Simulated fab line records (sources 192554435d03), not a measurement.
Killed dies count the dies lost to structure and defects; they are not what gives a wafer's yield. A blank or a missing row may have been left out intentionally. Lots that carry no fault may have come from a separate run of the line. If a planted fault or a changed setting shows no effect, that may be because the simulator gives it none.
Chamber matching -- flow n5Finfet -- rieDiel-01 running N5_MOL_CONTACT_COAG_ETCH_106: 4 sister chambers
The step etches SOC in N2/H2, target depth 80 nm, overetch 16 nm, time 120 s. 22 wafers are shown with their chamber, then 11 later ones without.

== WAFERS PAIRED WITH THEIR CHAMBERS ==
wafer,chamber,drypumpMotorCurrentA (A),oesProductAu (a.u.),showerheadPlenumPTorr (Torr)
L077.1,3,5.4,0.65,2.64
L077.3,2,4.9,0.67,2.62
L077.6,3,5.4,0.65,2.64
L079.1,0,6.4,0.74,2.59
L079.2,1,5.2,0.79,2.60
L079.3,3,5.3,0.65,2.64
L079.4,2,5.0,0.67,2.62
L079.5,0,6.4,0.74,2.59
L079.6,3,5.3,0.65,2.64
L082.1,1,5.3,0.79,2.59
L082.2,3,5.4,0.65,2.64
L082.4,2,4.9,0.67,2.62
L084.1,3,5.4,0.65,2.64
L084.2,2,5.0,0.66,2.62
L084.6,1,5.3,0.77,2.59
L085.2,2,4.9,0.66,2.62
L085.3,0,6.4,0.73,2.59
L085.6,0,6.4,0.73,2.59
L089.2,2,4.9,0.66,2.61
L089.3,1,5.3,0.76,2.59
L089.4,0,6.4,0.72,2.58
L093.1,2,5.0,0.64,2.61

SIGNATURES (averages over the wafers above)
reading,chamber 0,chamber 1,chamber 2,chamber 3,scatter within a chamber
drypumpMotorCurrentA,6.400,5.275,4.943,5.367,0.0459
oesProductAu,0.7320,0.7775,0.6614,0.6500,0.00955
showerheadPlenumPTorr,2.5880,2.5925,2.6171,2.6400,0.00407
Rule: a wafer lies at a distance from a chamber equal to the root of the sum of squares, over the readings, of (its reading less the chamber's mean, divided by the reading's scatter). The wafer belongs to the nearest chamber; if the next one is less than 2 further off, it can't be placed. The scatter: the root of (the sum of the squares of (reading less its chamber's mean) over the shown wafers, divided by (wafers less chambers)).

== WAFERS WHOSE CHAMBER IS MISSING ==
wafer,drypumpMotorCurrentA (A),oesProductAu (a.u.),showerheadPlenumPTorr (Torr)
L093.2,5.3,0.63,2.63
L093.4,5.2,0.75,2.58
L095.1,5.4,0.63,2.63
L095.2,4.9,0.64,2.61
L095.3,5.2,0.75,2.58
L095.4,6.4,0.71,2.58
L095.5,5.2,0.74,2.58
L095.6,4.9,0.65,2.61
L096.2,5.0,0.65,2.61
L096.3,5.2,0.74,2.58
L096.4,5.3,0.63,2.63

== WHICH CHAMBER EACH ONE RAN IN ==
wafer,from the rows above,in truth
L093.2,3,3
L093.4,1,1
L095.1,3,3
L095.2,2,2
L095.3,1,1
L095.4,0,0
L095.5,1,1
L095.6,2,2
L096.2,2,2
L096.3,1,1
L096.4,3,3
Correctly placed: 11 of 11. Left unplaced by these rows: 0. Wrongly placed: 0.
